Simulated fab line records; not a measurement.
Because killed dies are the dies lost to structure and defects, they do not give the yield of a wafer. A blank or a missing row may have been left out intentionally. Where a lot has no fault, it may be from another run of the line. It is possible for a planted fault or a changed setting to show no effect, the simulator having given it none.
Shared-tool check / flow nand harc / 30 wafers sampled across 10 lots

== WHY THIS WAS OPENED ==
On 1 of the 10 lots, a flag is raised at NHARC_P_STI_CD_MEAS_09 on the reading cd nm. Fault-free wafers read 200.4 nm, with a standard deviation of 2.3.
Rule: a lot is flagged when every wafer of it that has a number lies more than 4 standard deviations from that mean, or none has a number. As for the other lots, they are considered sound.

lot=L547; measured=day 4 03:35; on=cd sem-02; cd nm (nm), wafer by wafer=199.5 198.2 199.8; flag=
lot=L550; measured=day 5 09:55; on=cd sem-03; cd nm (nm), wafer by wafer=199.1 200.5 205.4; flag=
lot=L551; measured=day 5 22:13; on=cd sem-02; cd nm (nm), wafer by wafer=204.6 197.2 201.6; flag=
lot=L552; measured=day 6 07:50; on=cd sem-02; cd nm (nm), wafer by wafer=199.9 202.5 202.2; flag=
lot=L553; measured=day 6 16:33; on=cd sem-03; cd nm (nm), wafer by wafer=198.5 201.3 202.0; flag=
lot=L554; measured=day 7 01:31; on=cd sem-01; cd nm (nm), wafer by wafer=202.0 195.9 196.6; flag=
lot=L557; measured=day 8 04:55; on=cd sem-03; cd nm (nm), wafer by wafer=215.6 216.1 217.2; flag=FLAGGED
lot=L559; measured=day 9 02:38; on=cd sem-01; cd nm (nm), wafer by wafer=205.5 199.3 198.8; flag=
lot=L565; measured=day 11 14:35; on=cd sem-02; cd nm (nm), wafer by wafer=199.8 203.4 203.5; flag=
lot=L567; measured=day 12 08:05; on=cd sem-01; cd nm (nm), wafer by wafer=201.1 204.1 202.8; flag=
On average the flagged lots' numbers are 216.3 nm, which is +15.9 nm against the usual, or +7 standard deviations.

== WHICH TOOL RAN EACH LOT ==
4 process steps preceding the reading are held in the record, out of 1302 steps in the route. In each cell: the tool, then ch and the chambers that the sampled wafers went through, then the start.
lot=L547; flag=; NHARC_P_ZERO_WELL_DESCUM_13=rie diel-08 ch 0,2,3, day 3 03:17; NHARC_P_ZERO_WELL_ETCH_62=rie diel-08 ch 2,3, day 3 06:13 or earlier; NHARC_P_ZERO_WELL_DESCUM_39=rie diel-01 ch 1,2,3, day 3 06:13; NHARC_P_STI_EXPOSE_06=krf scanner-01 ch 0, day 4 03:26
lot=L550; flag=; NHARC_P_ZERO_WELL_DESCUM_13=rie diel-04 ch 1,2, day 4 09:24; NHARC_P_ZERO_WELL_ETCH_62=rie diel-04 ch 0,2, day 4 12:15 or earlier; NHARC_P_ZERO_WELL_DESCUM_39=rie diel-04 ch 0,1, day 4 12:15; NHARC_P_STI_EXPOSE_06=krf scanner-04 ch 0, day 5 09:46
lot=L551; flag=; NHARC_P_ZERO_WELL_DESCUM_13=rie diel-01 ch 0,1, day 4 19:23; NHARC_P_ZERO_WELL_ETCH_62=rie diel-01 ch 0,2, day 4 22:10 or earlier; NHARC_P_ZERO_WELL_DESCUM_39=rie diel-04 ch 0,1, day 4 22:10; NHARC_P_STI_EXPOSE_06=krf scanner-04 ch 0, day 5 22:04
lot=L552; flag=; NHARC_P_ZERO_WELL_DESCUM_13=rie diel-04 ch 0,1,3, day 5 05:22; NHARC_P_ZERO_WELL_ETCH_62=rie diel-04 ch 0,2, day 5 08:35 or earlier; NHARC_P_ZERO_WELL_DESCUM_39=rie diel-04 ch 0,1, day 5 08:35; NHARC_P_STI_EXPOSE_06=krf scanner-04 ch 0, day 6 07:41
lot=L553; flag=; NHARC_P_ZERO_WELL_DESCUM_13=rie diel-08 ch 2,3, day 5 15:18; NHARC_P_ZERO_WELL_ETCH_62=rie diel-08 ch 2,3, day 5 18:19 or earlier; NHARC_P_ZERO_WELL_DESCUM_39=rie diel-01 ch 0,1,2, day 5 18:19; NHARC_P_STI_EXPOSE_06=krf scanner-04 ch 0, day 6 16:24
lot=L554; flag=; NHARC_P_ZERO_WELL_DESCUM_13=rie diel-04 ch 0,1,3, day 6 01:16; NHARC_P_ZERO_WELL_ETCH_62=rie diel-04 ch 0,1,3, day 6 04:10 or earlier; NHARC_P_ZERO_WELL_DESCUM_39=rie diel-08 ch 0,1,2, day 6 04:10; NHARC_P_STI_EXPOSE_06=krf scanner-04 ch 0, day 7 01:21
lot=L557; flag=FLAGGED; NHARC_P_ZERO_WELL_DESCUM_13=rie diel-04 ch 0,1,2, day 7 07:25; NHARC_P_ZERO_WELL_ETCH_62=rie diel-04 ch 0,2,3, day 7 10:25 or earlier; NHARC_P_ZERO_WELL_DESCUM_39=rie diel-08 ch 0,1,3, day 7 10:25; NHARC_P_STI_EXPOSE_06=krf scanner-04 ch 0, day 8 04:46
lot=L559; flag=; NHARC_P_ZERO_WELL_DESCUM_13=rie diel-04 ch 0,2,3, day 8 03:16; NHARC_P_ZERO_WELL_ETCH_62=rie diel-04 ch 0,2,3, day 8 06:14 or earlier; NHARC_P_ZERO_WELL_DESCUM_39=rie diel-04 ch 0,1,3, day 8 06:14; NHARC_P_STI_EXPOSE_06=krf scanner-01 ch 0, day 9 02:29
lot=L565; flag=; NHARC_P_ZERO_WELL_DESCUM_13=rie diel-08 ch 0,1,3, day 10 15:24; NHARC_P_ZERO_WELL_ETCH_62=rie diel-08 ch 0,1,3, day 10 18:18 or earlier; NHARC_P_ZERO_WELL_DESCUM_39=rie diel-04 ch 0,1,3, day 10 18:18; NHARC_P_STI_EXPOSE_06=krf scanner-01 ch 0, day 11 14:25
lot=L567; flag=; NHARC_P_ZERO_WELL_DESCUM_13=rie diel-01 ch 1,2,3, day 11 11:25; NHARC_P_ZERO_WELL_ETCH_62=rie diel-01 ch 0,1,3, day 11 14:23 or earlier; NHARC_P_ZERO_WELL_DESCUM_39=rie diel-01 ch 2,3, day 11 14:23; NHARC_P_STI_EXPOSE_06=krf scanner-01 ch 0, day 12 07:56
What is done by these steps:
- NHARC_P_ZERO_WELL_DESCUM_13: chemistry O2, time 3 s.
- NHARC_P_ZERO_WELL_ETCH_62: etches the open film in CHF3/Ar, target depth 13 nm, time 6.5 s.
- NHARC_P_ZERO_WELL_DESCUM_39: chemistry O2, time 3 s.
- NHARC_P_STI_EXPOSE_06: exposes mask P STI, target cd 200 nm.
- NHARC_P_STI_CD_MEAS_09: target cd 200 nm.

== FLAGGED OVER TOTAL, TOOL BY TOOL (the gauges that took the reading come last) ==
step=NHARC_P_ZERO_WELL_DESCUM_13; tool=rie diel-01; lots run=2; flagged=0; share of the flagged lots=none; sound lots run after its first flagged lot=-
step=NHARC_P_ZERO_WELL_DESCUM_13; tool=rie diel-04; lots run=5; flagged=1; share of the flagged lots=all; sound lots run after its first flagged lot=1 (L559)
step=NHARC_P_ZERO_WELL_DESCUM_13; tool=rie diel-08; lots run=3; flagged=0; share of the flagged lots=none; sound lots run after its first flagged lot=-
step=NHARC_P_ZERO_WELL_ETCH_62; tool=rie diel-01; lots run=2; flagged=0; share of the flagged lots=none; sound lots run after its first flagged lot=-
step=NHARC_P_ZERO_WELL_ETCH_62; tool=rie diel-04; lots run=5; flagged=1; share of the flagged lots=all; sound lots run after its first flagged lot=1 (L559)
step=NHARC_P_ZERO_WELL_ETCH_62; tool=rie diel-08; lots run=3; flagged=0; share of the flagged lots=none; sound lots run after its first flagged lot=-
step=NHARC_P_ZERO_WELL_DESCUM_39; tool=rie diel-01; lots run=3; flagged=0; share of the flagged lots=none; sound lots run after its first flagged lot=-
step=NHARC_P_ZERO_WELL_DESCUM_39; tool=rie diel-04; lots run=5; flagged=0; share of the flagged lots=none; sound lots run after its first flagged lot=-
step=NHARC_P_ZERO_WELL_DESCUM_39; tool=rie diel-08; lots run=2; flagged=1; share of the flagged lots=all; sound lots run after its first flagged lot=0
step=NHARC_P_STI_EXPOSE_06; tool=krf scanner-01; lots run=4; flagged=0; share of the flagged lots=none; sound lots run after its first flagged lot=-
step=NHARC_P_STI_EXPOSE_06; tool=krf scanner-04; lots run=6; flagged=1; share of the flagged lots=all; sound lots run after its first flagged lot=0
step=NHARC_P_STI_CD_MEAS_09; tool=cd sem-01; lots run=3; flagged=0; share of the flagged lots=none; sound lots run after its first flagged lot=-
step=NHARC_P_STI_CD_MEAS_09; tool=cd sem-02; lots run=4; flagged=0; share of the flagged lots=none; sound lots run after its first flagged lot=-
step=NHARC_P_STI_CD_MEAS_09; tool=cd sem-03; lots run=3; flagged=1; share of the flagged lots=all; sound lots run after its first flagged lot=0
NHARC_P_ZERO_WELL_ETCH_62 gives no start for some lots, so the hours and the order of its lots are those of NHARC_P_ZERO_WELL_DESCUM_39.

== THE TABLE: WHAT IT ALLOWS ==
5 rows of the table ran every flagged lot: rie diel-04 at NHARC_P_ZERO_WELL_DESCUM_13, rie diel-04 at NHARC_P_ZERO_WELL_ETCH_62, rie diel-08 at NHARC_P_ZERO_WELL_DESCUM_39, krf scanner-04 at NHARC_P_STI_EXPOSE_06, cd sem-03 at NHARC_P_STI_CD_MEAS_09.
- rie diel-04 at NHARC_P_ZERO_WELL_DESCUM_13 ran 5 lots, 1 of them flagged. After the first flagged lot (L559), sound lots still ran on it; a lasting fault on the whole tool would not permit that.
- rie diel-04 at NHARC_P_ZERO_WELL_ETCH_62 ran 5 lots, 1 of them flagged. After the first flagged lot (L559), sound lots still ran on it; a lasting fault on the whole tool would not permit that.
- rie diel-08 at NHARC_P_ZERO_WELL_DESCUM_39 ran 2 lots, 1 of them flagged. It ran its last sound lot, L554, at day 6 04:10 and its first flagged lot, L557, at day 7 10:25: a fault with its onset between the two fits.
- krf scanner-04 at NHARC_P_STI_EXPOSE_06 ran 6 lots, 1 of them flagged. It ran its last sound lot, L554, at day 7 01:21 and its first flagged lot, L557, at day 8 04:46: a fault with its onset between the two fits.
- cd sem-03 at NHARC_P_STI_CD_MEAS_09 ran 3 lots, 1 of them flagged. It ran its last sound lot, L553, at day 6 16:33 and its first flagged lot, L557, at day 8 04:55: a fault with its onset between the two fits.
These 3 tools cannot be told apart by counting lots, since each of them fits a fault that started at some hour. More lots, or a look at what each step does to the wafer, might.

== WHAT HAD BEEN PUT IN BY THE SIMULATOR ==
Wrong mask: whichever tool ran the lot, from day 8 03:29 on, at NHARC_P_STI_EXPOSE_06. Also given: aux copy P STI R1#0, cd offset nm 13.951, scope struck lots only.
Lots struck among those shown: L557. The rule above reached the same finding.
